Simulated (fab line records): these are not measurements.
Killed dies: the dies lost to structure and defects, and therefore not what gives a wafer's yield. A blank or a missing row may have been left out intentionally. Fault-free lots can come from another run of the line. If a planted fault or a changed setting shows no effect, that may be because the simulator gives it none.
Split-lot study / flow n5-finfet / route with 1938 steps; 7 lots, 21 wafers read

== THE SPLIT ==
At N5_HKMG_FIN_ALD_72 (deposits W, target thk 2 nm, pulse time 1 s, purge time 2 s), the setting ald-cycles was moved away from the recipe's 7 on 10 of the 21 wafers read, by -14.3% to +14.3%. The other wafers ran this setting at the recipe's value.

The reading is taken at the split's own step.

== THE READING ==
W_of_HKMG_FIN_ALD_72.thk-nm (the simulator's own value, which no gauge read), in nm, at N5_HKMG_FIN_ALD_72 (deposits W, target thk 2 nm, pulse time 1 s, purge time 2 s). There is no usual value for it anywhere in the file. Average 2.1 nm, standard deviation 0.1 nm, over the 11 wafers here run with the recipe.

wafer=L074.1; tool, chamber at the split=cvd-w-02, 1; ald-cycles as run=8; against the recipe=+14.3%; W_of_HKMG_FIN_ALD_72.thk-nm, nm=2.2; against lot-mates on the recipe=no lot-mate on the recipe
wafer=L074.3; tool, chamber at the split=cvd-w-02, 1; ald-cycles as run=8; against the recipe=+14.3%; W_of_HKMG_FIN_ALD_72.thk-nm, nm=2.2; against lot-mates on the recipe=no lot-mate on the recipe
wafer=L074.6; tool, chamber at the split=cvd-w-02, 1; ald-cycles as run=8; against the recipe=+14.3%; W_of_HKMG_FIN_ALD_72.thk-nm, nm=2.2; against lot-mates on the recipe=no lot-mate on the recipe
wafer=L078.3; tool, chamber at the split=cvd-w-01, 1,0; ald-cycles as run=6; against the recipe=-14.3%; W_of_HKMG_FIN_ALD_72.thk-nm, nm=1.8; against lot-mates on the recipe=-0.4
wafer=L078.6; tool, chamber at the split=cvd-w-01, 1,0; ald-cycles as run=6; against the recipe=-14.3%; W_of_HKMG_FIN_ALD_72.thk-nm, nm=1.8; against lot-mates on the recipe=-0.4
wafer=L078.4; tool, chamber at the split=cvd-w-01, 0; ald-cycles as run=7; against the recipe=recipe; W_of_HKMG_FIN_ALD_72.thk-nm, nm=2.2; against lot-mates on the recipe=-
wafer=L081.1; tool, chamber at the split=cvd-w-02, 0; ald-cycles as run=7; against the recipe=recipe; W_of_HKMG_FIN_ALD_72.thk-nm, nm=2; against lot-mates on the recipe=-
wafer=L081.6; tool, chamber at the split=cvd-w-02, 0; ald-cycles as run=7; against the recipe=recipe; W_of_HKMG_FIN_ALD_72.thk-nm, nm=2; against lot-mates on the recipe=-
wafer=L081.4; tool, chamber at the split=cvd-w-02, 0; ald-cycles as run=6; against the recipe=-14.3%; W_of_HKMG_FIN_ALD_72.thk-nm, nm=1.8; against lot-mates on the recipe=-0.2
wafer=L084.2; tool, chamber at the split=cvd-w-01, 1; ald-cycles as run=7; against the recipe=recipe; W_of_HKMG_FIN_ALD_72.thk-nm, nm=2.2; against lot-mates on the recipe=-
wafer=L084.3; tool, chamber at the split=cvd-w-01, 1; ald-cycles as run=7; against the recipe=recipe; W_of_HKMG_FIN_ALD_72.thk-nm, nm=2.2; against lot-mates on the recipe=-
wafer=L084.5; tool, chamber at the split=cvd-w-01, 1; ald-cycles as run=6; against the recipe=-14.3%; W_of_HKMG_FIN_ALD_72.thk-nm, nm=2; against lot-mates on the recipe=-0.2
wafer=L087.4; tool, chamber at the split=cvd-w-01, 1,1,0; ald-cycles as run=7; against the recipe=recipe; W_of_HKMG_FIN_ALD_72.thk-nm, nm=2.2; against lot-mates on the recipe=-
wafer=L087.5; tool, chamber at the split=cvd-w-01, 1,1,0; ald-cycles as run=7; against the recipe=recipe; W_of_HKMG_FIN_ALD_72.thk-nm, nm=2.2; against lot-mates on the recipe=-
wafer=L087.6; tool, chamber at the split=cvd-w-01, 1,1,0; ald-cycles as run=7; against the recipe=recipe; W_of_HKMG_FIN_ALD_72.thk-nm, nm=2.2; against lot-mates on the recipe=-
wafer=L092.3; tool, chamber at the split=cvd-w-02, 0,1; ald-cycles as run=7; against the recipe=recipe; W_of_HKMG_FIN_ALD_72.thk-nm, nm=2; against lot-mates on the recipe=-
wafer=L092.5; tool, chamber at the split=cvd-w-02, 0,1; ald-cycles as run=7; against the recipe=recipe; W_of_HKMG_FIN_ALD_72.thk-nm, nm=2; against lot-mates on the recipe=-
wafer=L092.6; tool, chamber at the split=cvd-w-02, 0; ald-cycles as run=6; against the recipe=-14.3%; W_of_HKMG_FIN_ALD_72.thk-nm, nm=1.8; against lot-mates on the recipe=-0.2
wafer=L093.1; tool, chamber at the split=cvd-w-01, 1; ald-cycles as run=8; against the recipe=+14.3%; W_of_HKMG_FIN_ALD_72.thk-nm, nm=2.4; against lot-mates on the recipe=+0.4
wafer=L093.6; tool, chamber at the split=cvd-w-01, 1; ald-cycles as run=8; against the recipe=+14.3%; W_of_HKMG_FIN_ALD_72.thk-nm, nm=2.4; against lot-mates on the recipe=+0.4
wafer=L093.2; tool, chamber at the split=cvd-w-01, 0; ald-cycles as run=7; against the recipe=recipe; W_of_HKMG_FIN_ALD_72.thk-nm, nm=2; against lot-mates on the recipe=-
Where a row lists several chambers, the file gives one row for several wafers and doesn't say which wafer went through which chamber.

FIT RESULTS
A straight line over all 21 wafers: W_of_HKMG_FIN_ALD_72.thk-nm changes by +0.0154 nm for each +1% of ald-cycles; r = +0.84; the points scatter about the line by 0.1 nm.
The same after taking each lot's own level away (the mean of its wafers on the recipe; 18 wafers): +0.0226 nm for each +1%; r = +0.96; scatter 0.062 nm.
That fit puts the effect of the largest move of ald-cycles on the reading at 0.32 nm.
Across the lots, their own levels run from 2.00 to 2.20 nm, a range of 2.0 times the standard deviation given above.
Thus the slope moves with the lot-to-lot level: the two fits are different.
Check: -0.284 nm against its lot-mates is what the line predicts for one of the wafers moved furthest among these (-14.3%) when that wafer is left out of the fit. Against them it came out at -0.4 nm.

== FURTHER SPLITS ON THESE WAFERS ==
Before the reading, these wafers also passed through other splits. Each is held against what the fit with the lots' levels taken away leaves over:
other split on the same wafers=N5_SDB_EXPOSE_08 dose-mj; wafers away from the commonest value=7; r with W_of_HKMG_FIN_ALD_72.thk-nm (lot level and that fit taken away)=-0.50

== THE FILE'S OWN FIT ==
W_of_HKMG_FIN_ALD_72.thk-nm changes by +0.0196 nm for each +1% of ald-cycles, r = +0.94.
